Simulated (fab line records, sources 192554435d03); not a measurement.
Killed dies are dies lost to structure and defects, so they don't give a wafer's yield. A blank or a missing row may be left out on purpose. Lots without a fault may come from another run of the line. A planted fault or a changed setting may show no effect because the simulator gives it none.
Split-lot experiment | flow n5_finfet | 7 lots, 21 wafers read, on a route of 1938 steps

THE SPLIT
At N5_FIN_SAQP_ALD_61 (deposits SiO2, target thk 4 nm, pulse time 1 s, purge time 2 s), the setting ald_cycles was moved away from the recipe's 43 on 9 of the 21 wafers read, by -16.3% to +14.0%. The other wafers ran this setting at the recipe's value.

The reading is taken at the split's own step.

THE READING
SiO2_of_FIN_SAQP_ALD_61.thk_nm (the simulator's own value, which no gauge read), in nm, at N5_FIN_SAQP_ALD_61 (deposits SiO2, target thk 4 nm, pulse time 1 s, purge time 2 s). The file gives no usual value for it. The 12 wafers here that ran the recipe average 3.990 nm, standard deviation 0.012 nm.

wafer  | tool, chamber at the split | ald_cycles as run | against the recipe | SiO2_of_FIN_SAQP_ALD_61.thk_nm, nm | against lot-mates on the recipe
L074.4 | ald_sin-02, 3              | 43                | recipe             | 3.975                              | -
L074.5 | ald_sin-02, 1              | 43                | recipe             | 3.995                              | -
L074.6 | ald_sin-02, 2              | 43                | recipe             | 3.992                              | -
L076.1 | ald_sin-01, 2              | 41                | -4.7%              | 3.793                              | no lot-mate on the recipe
L076.2 | ald_sin-01, 3              | 41                | -4.7%              | 3.78                               | no lot-mate on the recipe
L076.6 | ald_sin-01, 0              | 41                | -4.7%              | 3.809                              | no lot-mate on the recipe
L080.1 | ald_sin-02, 2              | 36                | -16.3%             | 3.339                              | -0.646
L080.2 | ald_sin-02, 1              | 36                | -16.3%             | 3.368                              | -0.617
L080.5 | ald_sin-02, 3              | 43                | recipe             | 3.985                              | -
L084.2 | ald_sin-02, 0              | 43                | recipe             | 4.02                               | -
L084.3 | ald_sin-02, 2              | 43                | recipe             | 4.002                              | -
L084.6 | ald_sin-02, 2              | 43                | recipe             | 3.998                              | -
L088.1 | ald_sin-01, 2              | 43                | recipe             | 3.975                              | -
L088.2 | ald_sin-01, 1              | 43                | recipe             | 3.977                              | -
L088.5 | ald_sin-01, 0              | 43                | recipe             | 3.983                              | -
L093.1 | ald_sin-02, 3              | 43                | recipe             | 3.988                              | -
L093.3 | ald_sin-02, 0,2            | 49                | +14.0%             | 4.55                               | +0.562
L093.6 | ald_sin-02, 0,2            | 49                | +14.0%             | 4.55                               | +0.562
L097.1 | ald_sin-01, 0              | 45                | +4.7%              | 4.188                              | +0.202
L097.2 | ald_sin-01, 1              | 45                | +4.7%              | 4.179                              | +0.193
L097.6 | ald_sin-01, 1              | 43                | recipe             | 3.986                              | -
Where a row lists several chambers, the file gives one row for several wafers and doesn't say which wafer went through which chamber.

THE FIT
A straight line over all 21 wafers: SiO2_of_FIN_SAQP_ALD_61.thk_nm changes by +0.0398 nm for each +1% of ald_cycles; r = +1.00; the points scatter about the line by 0.014 nm.
The same after taking each lot's own level away (the mean of its wafers on the recipe; 18 wafers): +0.0395 nm for each +1%; r = +1.00; scatter 0.01 nm.
On that fit, the largest move of ald_cycles shifts the reading by 0.64 nm.
The lots' own levels span 3.9783 to 4.0067 nm, that is 2.3 times the standard deviation above.
So the lot-to-lot level changes the slope little: the two slopes agree.
Check: with one of the wafers moved furthest among these (-16.3%) left out of the fit, the line predicts -0.636 nm for it against its lot-mates. It came out at -0.646 nm against them.

OTHER SPLITS ON THESE WAFERS
These wafers also went through other splits before the reading. Each is held against what the fit with the lots' levels taken away leaves over:
other split on the same wafers                    | wafers away from the commonest value | r with SiO2_of_FIN_SAQP_ALD_61.thk_nm (lot level and that fit taken away)
N5_ZERO_LAYER_PECVD_02 time_s                     | 4                                    | +0.16
N5_ZERO_LAYER_COAT_05 spin_rpm                    | 3                                    | -0.16
N5_PMOS_HMC_CHANNEL_EPI_EXPOSE_06 dose_mj         | 7                                    | +0.30
N5_PMOS_HMC_CHANNEL_EPI_DEVELOP_08 develop_time_s | 6                                    | -0.37

THE FILE'S OWN FIT
SiO2_of_FIN_SAQP_ALD_61.thk_nm changes by +0.0395 nm for each +1% of ald_cycles, r = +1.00.
